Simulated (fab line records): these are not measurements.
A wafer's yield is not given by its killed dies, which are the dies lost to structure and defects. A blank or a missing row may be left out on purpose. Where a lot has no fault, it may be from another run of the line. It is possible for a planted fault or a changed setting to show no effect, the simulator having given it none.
fab line records + flow n5-finfet
record:
- lots: 7
- wafers: 21
route steps=1938 shown PASSIVATION@1922
start-h: hours from the record's opening day to when the first of the lot's shown wafers began + wait-h: hours from the lot's prior step to this one + " same as the row above + L1.1+2: a row that stands for several wafers + - no value present, or no start provided + * or withheld: withheld + < > ~ a bound
route shown NAME@n: NAME is a module with steps in the file, n the number in the route of the first one + usual: the fault-free wafers' mean and standard deviation + same: alike in all rows + chamber/n: place in a boat + sites: the reading at each site + _std_site: standard deviation across them + _edge_site: mean of outer sites minus mean of inner sites + radius-mm: how far each site lies from the wafer's centre + mask NAME#n: copy n + behind: the tool/chamber that last shaped the wafer + hold: the reason the lot was held/the length of the hold in hours/how it ended + device: the n, p or np transistor that did not switch + end of line: the route-end tests of the same wafers + a step without rows: its recipe alone + killed: dies that structure and defects cost at the first sort, which is not the same as the wafer's yield + map: per-die view of a wafer (x killed, . not killed, _ where there is no die)
set.NAME: the setting as run; set.NAME@STEP: as run at that earlier step + model.NAME: the simulator's own value behind a step, which no gauge read
lots with deliberately changed settings; one table per step, one row per wafer
== steps ==
step: N5_PASSIVATION_PEB_42
recipe:
- peb-temp-c: withheld
- peb-time-s: *
| lot.wafer  | tool           | chamber | start-h | wait-h | set.peb-time-s |
|------------|----------------|---------|---------|--------|----------------|
| L074.2+3+6 | litho-track-01 | 0       | 271.88  | 0.0    | *              |
| L076.1+4   | litho-track-02 | 0       | 272.59  | 0.1    | *              |
| L076.5     | "              | 0       | "       | "      | *              |
| L079.3+5   | litho-track-02 | 0       | 289.02  | 0.0    | *              |
| L079.4     | "              | 0       | "       | "      | *              |
| L087.3     | litho-track-03 | 0       | 338.80  | 0.0    | *              |
| L087.4+6   | "              | 0       | "       | "      | *              |
| L094.4+5+6 | litho-track-01 | 0       | 385.06  | 0.0    | *              |
| L092.4+5+6 | litho-track-03 | 0       | 391.29  | 0.0    | *              |
| L097.3+5   | litho-track-03 | 0       | 423.88  | 0.0    | *              |
| L097.6     | "              | 0       | "       | "      | *              |
step: N5_PASSIVATION_DEVELOP_43
recipe:
- develop-time-s: 60
- rinse-liquid: diw
- dry: air-spin
- dev-temp-c: 21
step: N5_PASSIVATION_HARDBAKE_45
recipe:
- temp-c: 130
- time-s: 120
step: N5_PASSIVATION_SRD_72
recipe:
- dry: ipa-marangoni
- time-s: 30
- temp-c: 23
- rinse-liquid: diw
step: N5_PASSIVATION_ANNEAL_56
recipe:
- temp-c: 400
- time-s: 1800
- ambient: FGA
- idle-temp-c: 300
- ramp-up-c-per-min: 5
- ramp-down-c-per-min: 3
step: N5_PASSIVATION_PROBE_49
usual:
- defect-limited-yield: 91.7/1.4
- killed_at_M0_to_M3: 32/9.7
- killed_at_M4_up: 14/5.5
- killed-at-contacts: 13/6.1
- killed-at-front-end: 35/10
- killed-at-other: 4.2/2.9
- killed-dies: 98/17
- killed-open: 63/12
- killed-short: 32/7.7
- sort_bin_4_leakage: 0.0/0.33
- sort_bin_5_function: 4.8/0.9
- sort_bin_6_memory: 3.1/0.63
- sort_bin_8_speed: 1/3.3
- sort-n-pass: 1073/41
same:
- gross-dies: 1180
- killed-at-back-side: 0
| lot.wafer | tool      | chamber | start-h | wait-h | set.time-s@PASSIVATION_PECVD_53 | defect-limited-yield[%] | killed_at_M0_to_M3 | killed_at_M4_up | killed-at-contacts | killed-at-front-end | killed-at-other | killed-dies | killed-open | killed-short | sort_bin_4_leakage[%] | sort_bin_5_function[%] | sort_bin_6_memory[%] | sort_bin_8_speed[%] | sort-n-pass |
|-----------|-----------|---------|---------|--------|---------------------------------|-------------------------|--------------------|-----------------|--------------------|---------------------|-----------------|-------------|-------------|--------------|-----------------------|------------------------|----------------------|---------------------|-------------|
| L076.1    | prober-02 | -       | 276.29  | 0.0    | 185                             | 50.5                    | 27                 | 33              | 11                 | 48                  | 465             | 584         | 74          | 42           | 0                     | 45.1                   | 3.9                  | 0                   | 596         |
| L076.4    | prober-02 | -       | 276.44  | 0.2    | 169.4                           | 91.9                    | 26                 | 14              | 8                  | 43                  | 4               | 95          | 61          | 29           | 0                     | 4.3                    | 3.4                  | 0                   | 1085        |
| L076.5    | prober-02 | -       | 276.49  | 0.2    | 169.4                           | 91.3                    | 34                 | 24              | 13                 | 28                  | 4               | 103         | 62          | 38           | 0                     | 5.0                    | 3.5                  | 0                   | 1076        |
| L074.2    | prober-02 | -       | 276.64  | 0.3    | 186.5                           | 38.7                    | 32                 | 20              | 18                 | 60                  | 593             | 723         | 76          | 49           | 0                     | 55.2                   | 4.7                  | 0                   | 457         |
| L074.3    | prober-02 | -       | 276.69  | 0.4    | 186.5                           | 43.6                    | 33                 | 23              | 4                  | 61                  | 545             | 666         | 82          | 39           | 0                     | 52.0                   | 3.9                  | 0                   | 514         |
| L074.6    | prober-02 | -       | 276.84  | 0.5    | 169.4                           | 92.1                    | 28                 | 23              | 7                  | 33                  | 2               | 93          | 59          | 28           | 0                     | 4.3                    | 2.9                  | 0                   | 1087        |
| L079.3    | prober-01 | -       | 292.37  | 0.1    | 191.4                           | 8.8                     | 28                 | 10              | 17                 | 35                  | 986             | 1076        | 55          | 32           | 0                     | 87.4                   | 2.9                  | 1                   | 104         |
| L079.4    | prober-01 | -       | 292.42  | 0.2    | 169.4                           | 93.6                    | 22                 | 12              | 8                  | 34                  | 0               | 76          | 43          | 32           | 0                     | 3.8                    | 2.5                  | 0                   | 1104        |
| L079.5    | prober-01 | -       | 292.47  | 0.2    | 169.4                           | 91.8                    | 31                 | 17              | 19                 | 28                  | 2               | 97          | 66          | 23           | 0                     | 4.0                    | 3.2                  | 1                   | 1083        |
| L087.3    | prober-02 | -       | 342.15  | 0.1    | 162.6                           | 92.3                    | 18                 | 17              | 13                 | 37                  | 6               | 91          | 52          | 37           | 0                     | 4.4                    | 3.1                  | 0                   | 1089        |
| L087.4    | prober-02 | -       | 342.20  | 0.2    | 162.6                           | 91.9                    | 44                 | 21              | 4                  | 21                  | 6               | 96          | 67          | 29           | 0                     | 4.8                    | 3.3                  | 3                   | 1046        |
| L087.6    | prober-02 | -       | 342.30  | 0.3    | 169.4                           | 91.2                    | 32                 | 12              | 5                  | 47                  | 8               | 104         | 69          | 33           | 0                     | 4.5                    | 4.1                  | 0                   | 1076        |
| L094.4    | prober-01 | -       | 389.39  | 0.2    | 169.4                           | 92.8                    | 38                 | 14              | 8                  | 22                  | 3               | 85          | 60          | 25           | 0                     | 3.8                    | 3.1                  | 6                   | 1025        |
| L094.5    | prober-01 | -       | 389.44  | 0.2    | 169.4                           | 91.9                    | 29                 | 13              | 17                 | 34                  | 2               | 95          | 57          | 37           | 0                     | 4.9                    | 2.9                  | 21                  | 843         |
| L094.6    | prober-01 | -       | 389.49  | 0.3    | 169.4                           | 89.4                    | 22                 | 62              | 10                 | 23                  | 8               | 125         | 59          | 26           | 0                     | 6.2                    | 4.1                  | 0                   | 1052        |
| L092.4    | prober-02 | -       | 394.71  | 0.2    | 169.4                           | 93.7                    | 19                 | 9               | 13                 | 29                  | 4               | 74          | 39          | 26           | 0                     | 3.5                    | 2.0                  | 0                   | 1106        |
| L092.5    | prober-02 | -       | 394.76  | 0.2    | 169.4                           | 93.8                    | 29                 | 3               | 14                 | 19                  | 8               | 73          | 48          | 24           | 0                     | 3.9                    | 1.9                  | 0                   | 1107        |
| L092.6    | prober-02 | -       | 394.81  | 0.3    | 169.4                           | 90.5                    | 44                 | 11              | 14                 | 38                  | 5               | 112         | 70          | 33           | 0.1                   | 5.7                    | 3.0                  | 0                   | 1067        |
| L097.3    | prober-02 | -       | 427.54  | 0.1    | 181.7                           | 62.3                    | 159                | 64              | 2                  | 47                  | 173             | 445         | 58          | 39           | 0                     | 31.2                   | 4.8                  | 0                   | 735         |
| L097.5    | prober-02 | -       | 427.64  | 0.2    | 169.4                           | 87.1                    | 26                 | 59              | 9                  | 55                  | 3               | 152         | 68          | 36           | 0.2                   | 6.9                    | 5.4                  | 0                   | 1025        |
| L097.6    | prober-02 | -       | 427.69  | 0.3    | 169.4                           | 92.1                    | 28                 | 5               | 10                 | 49                  | 1               | 93          | 49          | 37           | 0                     | 4.7                    | 2.5                  | 0                   | 1087        |
killed by level:class
L076.1 PASSIVATION:area-pecvd=458 BEOL_M4:geometric-particle:open=11 MOL_CONTACT_COAG:geometric-particle:open=10 STI_FIN_REVEAL:geometric-particle:open=8 BEOL_M0_SAQP:geometric-particle:short=8 DUMMY_GATE:geometric-particle:open=7 BEOL_M5:geometric-particle:open=6 MIM_TOP_ETCH:geometric-particle:short=6
L076.4 STI_FIN_REVEAL:geometric-particle:open=14 BEOL_M4:geometric-particle:open=8 GATE_CUT:geometric-particle:short=7 MOL_CONTACT_COAG:geometric-particle:open=7 BEOL_M0_SAQP:geometric-particle:short=5 BEOL_M0_SAQP:geometric-particle:open=5 FIN_SAQP:geometric-particle:open=4 BEOL_M3:geometric-particle:open=4
L076.5 BEOL_M4:geometric-particle:open=15 MOL_CONTACT_COAG:geometric-particle:open=13 BEOL_M2:geometric-particle:open=9 FIN_SAQP:geometric-particle:short=8 BEOL_M1:geometric-particle:short=7 BEOL_M1:geometric-particle:open=5 BEOL_M0_SAQP:geometric-particle:short=4 DUMMY_GATE:geometric-particle:open=3
L074.2 PASSIVATION:area-pecvd=586 MOL_CONTACT_COAG:geometric-particle:open=16 BEOL_M4:geometric-particle:open=13 HKMG_FIN:area-etch=12 FIN_SAQP:geometric-particle:open=11 FIN_SAQP:geometric-particle:short=10 BEOL_M2:geometric-particle:open=8 BEOL_M2:geometric-particle:short=6
L074.3 PASSIVATION:area-pecvd=544 STI_FIN_REVEAL:geometric-particle:open=19 FIN_SAQP:geometric-particle:open=18 BEOL_M0_SAQP:geometric-particle:short=12 BEOL_M4:geometric-particle:open=10 FIN_SAQP:geometric-particle:short=9 BEOL_M0_SAQP:geometric-particle:open=5 BEOL_M2:geometric-particle:open=5
L074.6 BEOL_M4:geometric-particle:open=12 STI_FIN_REVEAL:geometric-particle:open=10 BEOL_M3:geometric-particle:open=7 HKMG_FIN:area-etch=6 MOL_CONTACT_COAG:geometric-particle:open=5 FIN_SAQP:geometric-particle:short=4 BEOL_M0_SAQP:geometric-particle:short=4 BEOL_M2:geometric-particle:open=4
L079.3 PASSIVATION:area-pecvd=981 MOL_CONTACT_COAG:geometric-particle:open=10 STI_FIN_REVEAL:geometric-particle:open=9 FIN_SAQP:geometric-particle:short=8 BEOL_M1:geometric-particle:open=8 BEOL_M3:area-ecd=7 MOL_CONTACT_COAG:geometric-particle:short=6 STI_FIN_REVEAL:geometric-particle:short=5
L079.4 BEOL_M1:geometric-particle:open=9 FIN_SAQP:geometric-particle:short=8 STI_FIN_REVEAL:geometric-particle:open=8 MOL_CONTACT_COAG:geometric-particle:open=6 BEOL_M0_SAQP:geometric-particle:short=5 ILD0:geometric-particle:short=4 BEOL_M3:geometric-particle:open=4 BEOL_M5:geometric-particle:open=4
L079.5 MOL_CONTACT_COAG:geometric-particle:open=18 BEOL_M3:area-ecd=8 BEOL_M1:geometric-particle:open=7 BEOL_M4:geometric-particle:open=6 BEOL_M5:geometric-particle:open=6 BEOL_M0_SAQP:geometric-particle:short=5 BEOL_M3:geometric-particle:open=5 STI_FIN_REVEAL:geometric-particle:short=4
L087.3 MOL_CONTACT_COAG:geometric-particle:open=10 BEOL_M4:geometric-particle:open=10 FIN_SAQP:geometric-particle:short=9 FIN_SAQP:geometric-particle:open=6 BEOL_M0_SAQP:geometric-particle:short=6 DUMMY_GATE:geometric-particle:open=4 ILD0:geometric-particle:short=4 STARTING-WAFER:geometric-particle:short=4
L087.4 BEOL_M2:geometric-particle:open=9 BEOL_M4:geometric-particle:open=9 BEOL_M0_SAQP:geometric-particle:short=8 BEOL_M0_SAQP:geometric-particle:open=7 BEOL_M1:geometric-particle:open=6 FIN_SAQP:geometric-particle:open=5 MOL_CONTACT_COAG:geometric-particle:open=4 BEOL_M0:geometric-particle:short=4
L087.6 FIN_SAQP:geometric-particle:open=13 DUMMY_GATE:geometric-particle:open=9 BEOL_M2:geometric-particle:open=8 BEOL_M0_SAQP:geometric-particle:open=5 MOL_CONTACT_COAG:geometric-particle:open=5 BEOL_M1:geometric-particle:open=5 FIN_SAQP:geometric-particle:short=4 BEOL_M0_SAQP:geometric-particle:short=4
L094.4 BEOL_M2:geometric-particle:open=12 BEOL_M1:geometric-particle:open=7 GATE_CUT:geometric-particle:short=6 MOL_CONTACT_COAG:geometric-particle:open=6 BEOL_M0_SAQP:geometric-particle:short=6 BEOL_M0_SAQP:geometric-particle:open=5 FIN_SAQP:geometric-particle:short=4 STI_FIN_REVEAL:geometric-particle:open=4
L094.5 MOL_CONTACT_COAG:geometric-particle:open=13 GATE_CUT:geometric-particle:short=8 BEOL_M0_SAQP:geometric-particle:short=8 GATE_CUT:geometric-particle:open=6 BEOL_M2:geometric-particle:open=6 BEOL_M0_SAQP:geometric-particle:open=5 STI_FIN_REVEAL:geometric-particle:open=4 MOL_CONTACT_COAG:geometric-particle:short=4
L094.6 BEOL_M5:area-expose=40 BEOL_M4:geometric-particle:open=13 MOL_CONTACT_COAG:geometric-particle:open=8 BEOL_M0_SAQP:geometric-particle:short=5 BEOL_M0_SAQP:geometric-particle:open=4 BEOL_M1:geometric-particle:open=4 FIN_SAQP:geometric-particle:open=3 FIN_CUT:geometric-particle:open=3
L092.4 MOL_CONTACT_COAG:geometric-particle:open=12 HKMG_FIN:area-etch=9 BEOL_M3:geometric-particle:open=4 BEOL_M0:geometric-particle:short=4 BEOL_M1:geometric-particle:short=4 FIN_SAQP:geometric-particle:open=3 FIN_SAQP:geometric-particle:short=3 DUMMY_GATE:geometric-particle:open=3
L092.5 MOL_CONTACT_COAG:geometric-particle:open=10 STI_FIN_REVEAL:geometric-particle:open=6 BEOL_M0_SAQP:geometric-particle:short=5 BEOL_M1:geometric-particle:open=5 BEOL_M3:geometric-particle:open=5 MOL_CONTACT_COAG:geometric-particle:short=4 BEOL_M0_SAQP:geometric-particle:open=4 GATE_CUT:geometric-particle:short=3
L092.6 BEOL_M0_SAQP:geometric-particle:short=13 BEOL_M0_SAQP:geometric-particle:open=12 MOL_CONTACT_COAG:geometric-particle:open=10 BEOL_M1:geometric-particle:open=9 HKMG_FIN:area-etch=9 STI_FIN_REVEAL:geometric-particle:open=8 FIN_SAQP:geometric-particle:open=6 BEOL_M5:geometric-particle:open=6
L097.3 PASSIVATION:area-pecvd=165 BEOL_M0_SAQP:area-etch=129 BEOL_M5:area-expose=41 STI_FIN_REVEAL:geometric-particle:open=10 FIN_SAQP:geometric-particle:open=9 FIN_SAQP:geometric-particle:short=8 HKMG_FIN:area-etch=8 BEOL_M0_SAQP:geometric-particle:short=7
L097.5 BEOL_M5:area-expose=44 FIN_SAQP:geometric-particle:short=18 FIN_SAQP:geometric-particle:open=16 BEOL_M3:geometric-particle:open=10 BEOL_M4:geometric-particle:open=9 MOL_CONTACT_COAG:geometric-particle:open=6 DUMMY_GATE:geometric-particle:open=5 BEOL_M0_SAQP:geometric-particle:short=5
L097.6 FIN_SAQP:geometric-particle:open=13 FIN_SAQP:geometric-particle:short=12 MOL_CONTACT_COAG:geometric-particle:open=7 BEOL_M0_SAQP:geometric-particle:short=7 BEOL_M0_SAQP:geometric-particle:open=6 BEOL_M2:geometric-particle:open=6 BEOL_M1:geometric-particle:open=4 STARTING-WAFER:geometric-particle:short=4
== key ==
split:
- step: N5_PASSIVATION_PEB_42
- setting: peb-time-s
- stated: *
- by: wafer
response none clear
split outside-this-file step=N5_PASSIVATION_PECVD_53 setting=time-s
split outside-this-file: this setting was split too, and the file shows its column; the key of that split is in another file
